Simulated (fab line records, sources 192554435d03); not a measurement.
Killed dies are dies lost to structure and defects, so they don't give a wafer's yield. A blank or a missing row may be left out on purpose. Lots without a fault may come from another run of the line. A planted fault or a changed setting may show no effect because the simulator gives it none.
Chamber matching | flow n5_finfet | N5_FIN_SAQP_ETCH_67 on rie_diel-04: 4 sister chambers
The step etches SiNx in CH3F/O2, target depth 30 nm. 4 wafers are shown with their chamber, then 11 later ones without.

WAFERS WITH THEIR CHAMBER
wafer  | chamber | showerhead_plenum_p_Torr (Torr)
L085.3 | 3       | 1.93
L085.4 | 1       | 2.08
L085.5 | 2       | 2.04
L086.3 | 0       | 2.03

WAFERS WITHOUT THEIR CHAMBER
wafer  | showerhead_plenum_p_Torr (Torr)
L086.4 | 2.07
L086.6 | 2.03
L093.1 | 2.07
L093.5 | 2.03
L093.6 | 1.92
L094.2 | 2.07
L094.3 | 1.92
L094.6 | 2.07
L096.1 | 2.03
L096.3 | 2.07
L096.5 | 2.03

WHICH CHAMBER EACH WENT THROUGH
wafer  | from the rows above     | in truth
L086.4 | 1                       | 1
L086.6 | can't be placed: 0 or 2 | 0
L093.1 | 1                       | 1
L093.5 | can't be placed: 0 or 2 | 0
L093.6 | 3                       | 3
L094.2 | 1                       | 1
L094.3 | 3                       | 3
L094.6 | 1                       | 1
L096.1 | can't be placed: 0 or 2 | 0
L096.3 | 1                       | 1
L096.5 | can't be placed: 0 or 2 | 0
Placed correctly: 7 of 11. Can't be placed from these rows: 4 (the true chamber is among the candidates in 4). Placed wrongly: 0.
How it was worked out, from the rows above alone: a wafer's distance from a chamber is the root of the sum, over the readings, of the square of ((its reading less the chamber's mean) divided by the reading's scatter). The wafer belongs to the nearest chamber; if the next one is less than 2 further off, it can't be placed. A chamber's mean is the mean of its shown wafers. The scatter: with one shown wafer a chamber, the root of the mean of the squares of how far each hidden wafer lies from its nearest shown one.
